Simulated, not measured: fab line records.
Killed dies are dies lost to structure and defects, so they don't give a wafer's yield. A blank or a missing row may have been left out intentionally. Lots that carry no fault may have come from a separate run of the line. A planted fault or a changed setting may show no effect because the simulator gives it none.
Which tool did it? ; flow n5-finfet ; Sampling: 9 lots, 27 wafers, 4 of 1938 route steps

## WHAT THE GAUGES SHOWED, per wafer
N5_BEOL_M12_THK_MEAS_01.
lot;measured;on;M12_ILD_THK (nm)
L535;day 10 09:46;film-metro-01;633 641 663
L536;day 10 11:01;film-metro-02;650 659 663
L537;day 10 14:52;film-metro-01;644 656 660
L544;day 13 06:25;film-metro-01;652 663 666
L546;day 13 16:14;film-metro-01;650 654 667
L545;day 13 17:32;film-metro-01;666 670 678
L550;day 14 03:24;film-metro-01;642 666 654
L551;day 14 07:47;film-metro-02;639 701 665
L557;day 16 07:43;film-metro-01;664 651 666

## TOOL THAT RAN EACH LOT (tool first, then ch and the chambers of the sampled wafers, then the start)
lot;N5_BEOL_M11_VIA_ETCH_34;N5_BEOL_M11_ALD_74;N5_BEOL_M12_ILD_DEP_00
L535;rie-diel-02 ch 0,2,3, day 10 06:06;ald-metal-03 ch 0,2,3, day 10 07:58;pecvd-03 ch 0,1,2, day 10 09:37
L536;rie-diel-02 ch 1,2, day 10 07:56;ald-metal-03 ch 0,1, day 10 08:54;pecvd-02 ch 1,2, day 10 10:53
L537;rie-diel-02 ch 0,1,2, day 10 11:53;ald-metal-04 ch 0,2,3, day 10 12:58;pecvd-03 ch 0,1,2, day 10 14:44
L544;rie-diel-05 ch 1,2,3, day 13 02:07;ald-metal-03 ch 1,2, day 13 04:24;pecvd-02 ch 1,2, day 13 06:17
L546;rie-diel-05 ch 0,1,2, day 13 13:13;ald-metal-02 ch 1,3, day 13 14:09;pecvd-03 ch 0,2, day 13 16:06
L545;rie-diel-06 ch 1,2, day 13 13:17;ald-metal-03 ch 0,2,3, day 13 14:32;pecvd-02 ch 0,1, day 13 17:24
L550;rie-diel-05 ch 1,2, day 13 23:02;ald-metal-02 ch 2,3, day 14 00:19;pecvd-03 ch 0,1,2, day 14 03:16
L551;rie-diel-02 ch 1,2, day 14 04:50;ald-metal-02 ch 2,3, day 14 05:53;pecvd-03 ch 0,1, day 14 07:39
L557;rie-diel-05 ch 0,1,3, day 16 04:38;ald-metal-02 ch 0,1,3, day 16 05:53;pecvd-02 ch 0,1,2, day 16 07:35
- N5_BEOL_M11_VIA_ETCH_34: etches SiCOH lowk in C4F6/O2, target depth 184.5 nm, time 69.2 s.
- N5_BEOL_M11_ALD_74: deposits TaN, target thk 2 nm, pulse time 2 s, purge time 3 s.
- N5_BEOL_M12_ILD_DEP_00: deposits SiOC from DEMS/O2, target thk 658.92 nm, time 130.7 s.

## WHAT THE TOOLS THEMSELVES READ (means of the sampled wafers that have a number; where no wafer has one, the mark that the record gives instead)
N5_BEOL_M11_VIA_ETCH_34.
lot;tool;drypump-motor-current-A (A);oes-product-au (a.u.);rf-vpp-V (V);showerhead-plenum-p-Torr (Torr);throttle-valve-pct (%)
L535;rie-diel-02;5.2;0.80;668;2.98;21.01
L536;rie-diel-02;5.2;0.94;682;3.03;20.80
L537;rie-diel-02;5.3;0.87;671;2.99;20.97
L544;rie-diel-05;5.4;0.74;672;2.92;21.03
L546;rie-diel-05;5.6;0.73;671;2.82;21.13
L545;rie-diel-06;6.1;0.87;658;2.84;20.67
L550;rie-diel-05;5.5;0.77;675;2.88;21.05
L551;rie-diel-02;5.4;0.90;674;3.00;20.92
L557;rie-diel-05;5.8;0.80;677;2.93;20.80

N5_BEOL_M11_ALD_74.
lot;tool;heater-power-outer-w (W);heater-power-w (W)
L535;ald-metal-03;252;441
L536;ald-metal-03;204;382
L537;ald-metal-04;236;413
L544;ald-metal-03;230;402
L546;ald-metal-02;232;439
L545;ald-metal-03;252;436
L550;ald-metal-02;237;438
L551;ald-metal-02;236;445
L557;ald-metal-02;222;415

N5_BEOL_M12_ILD_DEP_00.
lot;tool;heater-power-outer-w (W);heater-power-w (W);showerhead-plenum-p-Torr (Torr);throttle-valve-pct (%)
L535;pecvd-03;267;448;5.694;12.5
L536;pecvd-02;181;378;5.701;11.8
L537;pecvd-03;223;395;5.691;12.4
L544;pecvd-02;187;382;5.688;11.8
L546;pecvd-03;187;343;5.681;12.4
L545;pecvd-02;276;534;5.717;11.8
L550;pecvd-03;258;429;5.684;12.5
L551;pecvd-03;276;439;5.679;12.5
L557;pecvd-02;216;432;5.700;11.8

## THE ANSWER, worked out from the rows above alone
Rule: the usual values come from the lots themselves. Put in order of their means at a reading, lots are off if they are a third of the lots or fewer, leave a main group of 4 or more, and stand apart from it by a gap of 3 or more times the standard deviation of the main group's means; of several such gaps the widest counts. The tables above print the reading to a certain number of digits; a main group whose means all agree to those digits is not used. Also off: a lot with no number at a reading for which 4 or more lots have one. The other lots that the step has rows for count as sound. After the gauges, taken in route order, come the tools' own readings; for these a lot's mean is taken, as printed above. At the first step where some lot is off, the reading lying furthest off is the one used; lots without a number count as furthest.
None of the lots is off at any reading shown; this tells nothing.

## WHAT THE SIMULATOR HAD INSERTED
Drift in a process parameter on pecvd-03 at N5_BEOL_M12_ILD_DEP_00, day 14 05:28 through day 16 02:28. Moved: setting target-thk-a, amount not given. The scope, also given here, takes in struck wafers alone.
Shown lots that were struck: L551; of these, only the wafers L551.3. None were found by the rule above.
